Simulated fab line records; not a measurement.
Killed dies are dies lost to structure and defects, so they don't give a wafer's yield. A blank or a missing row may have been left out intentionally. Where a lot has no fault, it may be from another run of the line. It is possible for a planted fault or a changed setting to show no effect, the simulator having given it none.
Chamber matching / flow nandHarc / NHARC_A_M1_DEP_33 on pecvd-02: 3 sister chambers
The step deposits SiCN, target thk 30 nm. 3 wafers are shown with their chamber, then 10 later ones without.

WAFERS WITH THEIR CHAMBER
wafer=L091.4; chamber=0; heaterPowerW (W)=812
wafer=L090.1; chamber=1; heaterPowerW (W)=460
wafer=L090.4; chamber=2; heaterPowerW (W)=733

WAFERS WHOSE CHAMBER IS MISSING
wafer=L090.5; heaterPowerW (W)=451
wafer=L097.1; heaterPowerW (W)=445
wafer=L097.2; heaterPowerW (W)=699
wafer=L097.6; heaterPowerW (W)=451
wafer=L095.1; heaterPowerW (W)=720
wafer=L095.3; heaterPowerW (W)=607
wafer=L095.5; heaterPowerW (W)=435
wafer=L096.2; heaterPowerW (W)=512
wafer=L096.4; heaterPowerW (W)=763
wafer=L096.5; heaterPowerW (W)=696

WHICH CHAMBER EACH WENT THROUGH
wafer=L090.5; from the rows above=1; in truth=1
wafer=L097.1; from the rows above=1; in truth=1
wafer=L097.2; from the rows above=can't be placed: 2 or 0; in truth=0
wafer=L097.6; from the rows above=1; in truth=1
wafer=L095.1; from the rows above=can't be placed: 2 or 0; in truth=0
wafer=L095.3; from the rows above=can't be placed: 2 or 1 or 0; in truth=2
wafer=L095.5; from the rows above=1; in truth=1
wafer=L096.2; from the rows above=1; in truth=1
wafer=L096.4; from the rows above=can't be placed: 2 or 0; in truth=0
wafer=L096.5; from the rows above=can't be placed: 2 or 0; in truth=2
Correct placement for 5 of the 10. Unplaceable from these rows: 5, with the true chamber sitting among the candidates in 5. 0 placed wrongly.
How it was worked out, from the rows above alone: a wafer's distance from a chamber is the root of the sum, over the readings, of the square of ((its reading less the chamber's mean) divided by the reading's scatter). The wafer belongs to the nearest chamber; if the next one is less than 2 further off, it can't be placed. A chamber's mean is the mean of its shown wafers. The scatter: root of mean squared gap, hidden wafer to nearest shown wafer, with one shown wafer a chamber.
